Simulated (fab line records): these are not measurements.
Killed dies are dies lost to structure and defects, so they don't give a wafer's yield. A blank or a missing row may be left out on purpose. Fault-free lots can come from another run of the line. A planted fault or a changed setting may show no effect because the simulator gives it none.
Split-lot trial -- flow n5Finfet -- on a route of 1938 steps: 7 lots, 21 wafers read

SPLIT DETAILS
At N5_BEOL_M0_SAQP_COAT_08 (resist thk 90 nm), the setting spinRpm was moved away from the recipe's 1500 rpm on 7 of the 21 wafers read, by -6.3% to +4.9%. This setting was run at the recipe's value on the other wafers.

FROM THE SPLIT TO THE READING: what the file shows between them, 4 steps
- N5_BEOL_M0_SAQP_EBR_10
- N5_BEOL_M0_SAQP_SOFTBAKE_09: time 60 s
- N5_BEOL_M0_SAQP_EXPOSE_11: exposes mask M0 CORE, target cd 42 nm
- N5_BEOL_M0_SAQP_PEB_12: peb time 60 s

THE READING
CAR-ArF_of_BEOL_M0_SAQP_COAT_08.thkNm (the simulator's own value, which no gauge read), in nm, at N5_BEOL_M0_SAQP_DEVELOP_13 (develop time 30 s). The file gives no usual value for it. Average 88.2 nm, standard deviation 0.26 nm, over the 14 wafers here run with the recipe.

wafer,"tool, chamber at the split","spinRpm as run, rpm",against the recipe,"CAR-ArF_of_BEOL_M0_SAQP_COAT_08.thkNm, nm",against lot-mates on the recipe
L076.3,"lithoTrack-01, 0",1500,recipe,88.4,-
L076.4,"lithoTrack-01, 0",1500,recipe,88,-
L076.6,"lithoTrack-01, 0",1543,+2.9%,86.8,-1.4
L080.1,"lithoTrack-04, 0",1500,recipe,88.6,-
L080.3,"lithoTrack-04, 0",1573,+4.9%,86.2,-2.3
L080.5,"lithoTrack-04, 0",1500,recipe,88.4,-
L081.1,"lithoTrack-01, 0",1500,recipe,88,-
L081.2,"lithoTrack-01, 0",1500,recipe,87.8,-
L081.4,"lithoTrack-01, 0",1500,recipe,87.8,-
L084.2,"lithoTrack-01, 0",1500,recipe,88.2,-
L084.3,"lithoTrack-01, 0",1451,-3.3%,90,+1.8
L084.4,"lithoTrack-01, 0",1451,-3.3%,90,+1.8
L085.1,"lithoTrack-03, 0",1500,recipe,88,-
L085.2,"lithoTrack-03, 0",1431,-4.6%,90.4,+2.3
L085.4,"lithoTrack-03, 0",1500,recipe,88.2,-
L093.2,"lithoTrack-03, 0",1500,recipe,88.4,-
L093.3,"lithoTrack-03, 0",1500,recipe,88.4,-
L093.5,"lithoTrack-03, 0",1500,recipe,88.2,-
L095.1,"lithoTrack-03, 0",1406,-6.3%,91.6,+3.0
L095.5,"lithoTrack-03, 0",1406,-6.3%,91.6,+3.0
L095.2,"lithoTrack-03, 0",1500,recipe,88.6,-

THE FIT
A straight line over all 21 wafers: CAR-ArF_of_BEOL_M0_SAQP_COAT_08.thkNm changes by -0.505 nm for each +1% of spinRpm; r = -0.98; the points scatter about the line by 0.25 nm.
The same after taking each lot's own level away (the mean of its wafers on the recipe; 21 wafers): -0.489 nm for each +1%; r = -1.00; scatter 0.12 nm.
The reading moves by 3.1 nm for the largest change in spinRpm, on that fit.
Measured against the standard deviation above, the lots' own levels, which go from 87.87 to 88.60 nm, span 2.9 times it.
Hence the lot-to-lot level has little effect on the slope; both slopes agree.
Check: with one of the wafers moved furthest among these (-6.3%) left out of the fit, the line predicts +3.12 nm for it against its lot-mates. Against them it came out at +3 nm.

THESE WAFERS: OTHER SPLITS
Other splits were also applied to these wafers ahead of the reading. Each is held against what the fit with the lots' levels taken away leaves over:
other split on the same wafers,wafers away from the commonest value,r with CAR-ArF_of_BEOL_M0_SAQP_COAT_08.thkNm (lot level and that fit taken away)
N5_HKMG_FIN_DEVELOP_48 developTimeS,4,+0.10
N5_GATE_CUT_ETCH_58 timeS,3,+0.40
N5_GATE_CUT_CUT_ETCH_53 icpW,6,-0.16
N5_GATE_CUT_CMP_23 downForcePsi,8,-0.33
N5_MOL_CONTACT_COAG_ALD_131 aldCycles,9,+0.16
N5_BEOL_M0_SAQP_PECVD_03 timeS,6,-0.24

THE WHOLE CHAIN: every reading that the file lists as answering this split, in the file's order
step,what it does,reading,change (the file's fit),r (the file's)
N5_BEOL_M0_SAQP_COAT_08,resist thk 90 nm,"CAR-ArF_of_BEOL_M0_SAQP_COAT_08.thkNm (the simulator's own value, which no gauge read)",-0.469 nm for each +1% of the setting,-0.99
N5_BEOL_M0_SAQP_DEVELOP_13,develop time 30 s,"CAR-ArF_of_BEOL_M0_SAQP_COAT_08.thkNm (the simulator's own value, which no gauge read)",-0.49 nm for each +1% of the setting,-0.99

THE FILE'S OWN FIT
CAR-ArF_of_BEOL_M0_SAQP_COAT_08.thkNm changes by -0.49 nm for each +1% of spinRpm, r = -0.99.
